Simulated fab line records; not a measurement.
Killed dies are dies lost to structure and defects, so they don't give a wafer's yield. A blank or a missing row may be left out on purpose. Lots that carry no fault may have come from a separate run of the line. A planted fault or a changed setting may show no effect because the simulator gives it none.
A struck lot beside a sound one -- flow nand_harc -- 15 steps out of a route of 1302
Sound: the wafers L170.2, L170.3, L170.4. Struck: wafer L175.2. The cause is named last.
Per side, at each step with rows, come the tool, then ch with its chambers, and then its first start. Under that, the readings that differ: sound wafers -- struck wafers -- difference of the means -- sigmas: that difference in standard deviations of wafers without a fault.
alike: readings with means less than 2 such deviations apart, plus words and numbers identical on both sides. not compared: withheld readings, readings lacking a value on some wafer, bounds such as >300 that could conceal the same value, and numbers that have no deviation in the record and whose values overlap.
Wherever a step has rows on one side only, a row that says differs or no value, or a row with sigmas, the two part there. Numbers that have no deviation but don't overlap get no sigmas and don't part them. A reading that every wafer of one side lacks parts them only if that side has two wafers or more.

first, 3 steps without rows for these wafers: NHARC_A_CHANNEL_HOLE_D2_STRIP_41 (strips in N2/H2); NHARC_A_CHANNEL_HOLE_D2_STRIP_42 (strips in CF4/CHF3); NHARC_A_CHANNEL_HOLE_D2_STRIP_43 (strips in O2/COS).
NHARC_A_CHANNEL_HOLE_D2_ETCH_44: etches the open film in CF4/O2, target depth 140 nm, overetch 14 nm, time 77 s.
  sound on rie_diel-04 ch 0,1,2, day 17 22:58; struck on rie_diel-04 ch 3, day 19 06:15
  alike: drypump_motor_current_A, oes_product_au, rf_vpp_V, showerhead_plenum_p_Torr, throttle_valve_pct
  not compared: rf_hours_counter_h
NHARC_A_CHANNEL_HOLE_D2_STRIP_28: strips in O2.
  sound on rie_diel-04 ch 0,2; struck on rie_diel-04 ch 3
reading,sound,struck,difference,sigmas
showerhead_plenum_p_Torr (Torr),3.69 3.78 3.78,3.43,-0.32,-3
throttle_valve_pct (%),17.048 17.039 17.040,17.012,-0.030,-4
  alike: drypump_motor_current_A, oes_product_au, rf_vpp_V
  not compared: rf_hours_counter_h
then, 2 steps without rows for these wafers: NHARC_A_CHANNEL_HOLE_D2_PRECLEAN_29 (cleans in SC1); NHARC_A_CHANNEL_HOLE_D2_SRD_30.
NHARC_A_CHANNEL_HOLE_D2_CD_MEAS_31:
  sound on cd_sem-03, day 17 23:53; struck on cd_sem-01, day 19 07:03
  alike: cd_nm
NHARC_A_CHANNEL_HOLE_D2_XSEM_32:
  sound on xsem-02 ch 0, day 17 23:59; struck on xsem-01 ch 0, day 19 07:08
reading,sound,struck,difference,sigmas
tilt_deg (degrees),0.10 0.10 0.10,-0.02,-0.12,-3
  alike: bot_cd_nm, bow_nm
NHARC_A_CHANNEL_HOLE_D2_INSPECT_40:
  sound on defect_inspect-02, day 18 00:04; struck on defect_inspect-01, day 19 07:14
reading,sound,struck,difference,sigmas
raw_defect_count,612 660 502,225,-366,-4
then, 2 steps without rows for these wafers: NHARC_A_CHANNEL_FILL_D2_PRECLEAN_00 (cleans in SC1); NHARC_A_CHANNEL_FILL_D2_SRD_01.
NHARC_A_CHANNEL_FILL_D2_ALD_02: deposits SiO2, target thk 6 nm, pulse time 10 s, ald cycles 60.
  sound on ald_hk-03 ch 0,2,3, day 18 00:20; struck on ald_hk-01 ch 2, day 19 07:28
reading,sound,struck,difference,sigmas
ald_cycles,60 60 60,33,-27,
  alike: heater_power_w, precursor_pulse_height_rel
NHARC_A_CHANNEL_FILL_D2_ALD_03: deposits SiNx, target thk 6 nm, pulse time 60 s, ald cycles 58.
  sound on ald_sin_batch-01 ch 0; struck on ald_sin_batch-01 ch 0
reading,sound,struck,difference,sigmas
chamber_pressure_Torr (Torr),2.004 2.006 1.998,2.012,+0.009,+2
  alike: precursor_pulse_height_rel
  not compared: ald_cycles
-- jump in the record: it breaks off in module A_CHANNEL_FILL_D2 and resumes in module END (first step shown: number 1302 of the route), and 11 days separate the struck wafers' starts before and after --
NHARC_END_SORT_01:
  at this point the record logs the struck wafers (prober-01 ch 0, day 30 05:05) and has no rows for the sound ones

## WHERE THEY PART
At NHARC_A_CHANNEL_HOLE_D2_STRIP_28 first; at NHARC_END_SORT_01 last (within this record only).

WHY: what the simulator had put in
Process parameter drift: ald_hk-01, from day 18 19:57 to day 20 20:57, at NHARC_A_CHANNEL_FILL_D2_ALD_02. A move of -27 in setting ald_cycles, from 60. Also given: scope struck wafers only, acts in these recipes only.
